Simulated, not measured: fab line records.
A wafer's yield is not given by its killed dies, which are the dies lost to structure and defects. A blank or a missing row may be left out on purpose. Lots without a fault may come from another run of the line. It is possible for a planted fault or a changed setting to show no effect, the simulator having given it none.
A lot that was struck, set against a sound lot || flow n5Finfet || 14 steps out of a route of 1938
Sound: wafers L565.1, L565.3, L565.4. Wafers struck: L552.4, L552.5, L552.6. Last of all comes the cause.
Each step with rows lists, per side, the tool, then ch with its chambers, then its first start. Under that, the readings that differ: sound wafers || struck wafers || difference of the means || sigmas: that difference in standard deviations of wafers without a fault.
alike: same words and numbers on both sides, and readings whose means sit less than 2 such deviations apart. not compared: any withheld reading, any reading some wafer has no value for, any bound like >300 that may hide the same value, and any number with overlapping values for which the record gives no deviation.
A row with sigmas, a row that says differs or no value, or rows on one side alone: a step with any of these is where the two part. Numbers that have no deviation but don't overlap get no sigmas and don't part them. Lack of a reading on every wafer of one side parts them only where that side has two or more wafers.

N5_PASSIVATION_PECVD_00: deposits SiO2 from SiH4/N2O, target thk 200 nm, time 11.2 s.
  sound on pecvd-02 ch 1,2, day 16 12:58; struck on pecvd-01 ch 0,1,2, day 13 13:13
  alike: chamberPressureTorr, heaterPowerW, showerheadPlenumPTorr, throttleValvePct
  not compared: sinceWetCleanH
N5_MIM_BOT_DEGAS_01: time 60 s.
  sound: pvdSputter-03 at day 16 13:31; struck: pvdSputter-01 at day 13 13:43
  alike: heaterPowerW
then, 1 step without rows for these wafers: N5_MIM_BOT_SPUTTER_00 (material TiN, target thk 35 nm, time 89.7 s).
N5_MIM_TOP_ALD_00: deposits Al2O3, purge time 3 s, co reactant pulse time 3 s.
  sound on aldHk-01 ch 1,2,3, day 16 13:40; struck on aldHk-02 ch 0,1,3, day 13 13:51
  alike: precursorPulseHeightRel
N5_MIM_TOP_ALD_01: deposits HfO2, target thk 5.6 nm, pulse time 1 s, purge time 3 s.
  sound: aldHk-01 ch 1,2,3; struck: aldHk-02 ch 0,1,3
  alike: precursorPulseHeightRel
  not compared: sinceWetCleanH
then, 1 step without rows for these wafers: N5_MIM_TOP_ALD_02 (deposits Al2O3, purge time 3 s, co reactant pulse time 3 s).
N5_MIM_TOP_DEGAS_04: time 60 s.
  sound: pvdSputter-03 at day 16 14:08; struck: pvdSputter-03 at day 13 14:59
  alike: heaterPowerW
then, 5 steps without rows for these wafers: N5_MIM_TOP_SPUTTER_03 (material TiN, target thk 35 nm, time 89.7 s); N5_MIM_TOP_LITHO_HMDS_01 (time 60 s); N5_MIM_TOP_LITHO_COAT_02; N5_MIM_TOP_LITHO_EBR_04; N5_MIM_TOP_LITHO_SOFTBAKE_03 (time 90 s).
N5_MIM_TOP_LITHO_EXPOSE_05: exposes mask MIM TOP, target cd 2000 nm.
  sound on krfScanner-01 ch 0, day 16 14:23; struck on krfScanner-01, day 13 15:24
  no value came back on the struck wafers for exposureDoseMJCm2, focusOffsetNm (nm), stageVelMmS (mm/s); on the sound wafers exposureDoseMJCm2 reads 20.58 20.57 20.58
  alike: mask
following that, these wafers have no rows for 1 step: N5_MIM_TOP_LITHO_PEB_06.

## WHERE THEY PART
Only at N5_MIM_TOP_LITHO_EXPOSE_05, as far as this record shows.

WHY: what had been put in by the simulator
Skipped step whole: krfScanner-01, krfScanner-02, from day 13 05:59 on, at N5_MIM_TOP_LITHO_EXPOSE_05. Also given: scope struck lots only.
